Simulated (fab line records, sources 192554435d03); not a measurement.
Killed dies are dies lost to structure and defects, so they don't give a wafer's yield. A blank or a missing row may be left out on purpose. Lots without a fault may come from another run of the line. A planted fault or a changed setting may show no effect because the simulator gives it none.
Chamber matching | flow n5_finfet | N5_ZERO_LAYER_DESCUM_16 on rie_diel-01: 4 sister chambers
The step chemistry O2, time 7.9 s. 4 wafers are shown with their chamber, then 9 later ones without.

WAFERS WITH THEIR CHAMBER
wafer  | chamber | showerhead_plenum_p_Torr (Torr)
L086.4 | 0       | 2.11
L090.3 | 3       | 2.08
L090.4 | 2       | 2.13
L090.6 | 1       | 2.24

WAFERS WITHOUT THEIR CHAMBER
wafer  | showerhead_plenum_p_Torr (Torr)
L091.2 | 2.13
L091.4 | 2.08
L091.6 | 2.08
L093.1 | 2.24
L093.5 | 2.08
L093.6 | 2.10
L096.1 | 2.24
L096.3 | 2.10
L096.5 | 2.24

WHICH CHAMBER EACH WENT THROUGH
wafer  | from the rows above | in truth
L091.2 | 2                   | 2
L091.4 | 3                   | 3
L091.6 | 3                   | 3
L093.1 | 1                   | 1
L093.5 | 3                   | 3
L093.6 | 0                   | 0
L096.1 | 1                   | 1
L096.3 | 0                   | 0
L096.5 | 1                   | 1
Placed correctly: 9 of 9. Can't be placed from these rows: 0. Placed wrongly: 0.
How it was worked out, from the rows above alone: a wafer's distance from a chamber is the root of the sum, over the readings, of the square of ((its reading less the chamber's mean) divided by the reading's scatter). The wafer belongs to the nearest chamber; if the next one is less than 2 further off, it can't be placed. A chamber's mean is the mean of its shown wafers. The scatter: with one shown wafer a chamber, the root of the mean of the squares of how far each hidden wafer lies from its nearest shown one.
